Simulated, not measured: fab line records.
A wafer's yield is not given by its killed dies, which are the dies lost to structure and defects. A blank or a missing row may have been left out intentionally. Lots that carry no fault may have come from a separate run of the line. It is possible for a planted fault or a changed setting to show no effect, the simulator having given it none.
Struck lot and sound lot, side by side ; flow nandHarc ; 12 out of 1159 route steps
Sound: wafers L274.1, L274.4, L274.6. Wafers L282.3, L282.4, L282.6 were the ones struck. The cause comes at the end.
Each step with rows lists, per side, the tool, then ch with its chambers, then its first start. Under that, the readings that differ: sound wafers ; struck wafers ; difference of the means ; sigmas: that difference in standard deviations of wafers without a fault.
alike: a reading whose means differ by less than 2 such deviations, as well as words and numbers matching on both sides. not compared: withheld readings; readings where some wafer has no value; bounds like >300 that might hide an equal value; numbers whose values overlap and for which the record gives no deviation.
The two part at a step that has a row with sigmas, a row that says differs or no value, or rows on one side only. Numbers that have no deviation but don't overlap get no sigmas and don't part them. A reading that every wafer of one side lacks parts them only if that side has two wafers or more.

NHARC_A_STAIRCASE_STRIP_205: strips in O2.
  sound on plasmaAsher-02 ch 0, day 11 10:41; struck on plasmaAsher-01 ch 0,1, day 13 06:47
  alike: drypumpMotorCurrentA, heaterPowerW
  not compared: rfHoursCounterH
then, 10 steps without rows for these wafers: NHARC_A_STAIRCASE_STRIP_206 (strips in SPM, time 900 s); NHARC_A_STAIRCASE_PRECLEAN_207 (cleans in SC1); NHARC_A_STAIRCASE_SRD_208; NHARC_A_STAIRCASE_DEHYDRATE_209 (time 120 s); NHARC_A_STAIRCASE_HMDS_210 (time 30 s); NHARC_A_STAIRCASE_COAT_211; NHARC_A_STAIRCASE_SOFTBAKE_212 (time 170 s); NHARC_A_STAIRCASE_EBR_213; NHARC_A_STAIRCASE_EXPOSE_214 (exposes mask STAIR 3); NHARC_A_STAIRCASE_PEB_215 (peb time 130 s).
NHARC_A_STAIRCASE_DEVELOP_216: time 140 s.
  sound on lithoTrack-02 ch 0, day 11 11:00; struck on lithoTrack-02, day 13 07:00
  no value came back on the struck wafers for chillPlateTempC (C), exhaustPa (Pa); on the sound wafers chillPlateTempC (C) reads 22.89 23.11 22.90

== WHERE THEY PART ==
Within this record, at NHARC_A_STAIRCASE_DEVELOP_216 only.

WHY: whatever the simulator had introduced
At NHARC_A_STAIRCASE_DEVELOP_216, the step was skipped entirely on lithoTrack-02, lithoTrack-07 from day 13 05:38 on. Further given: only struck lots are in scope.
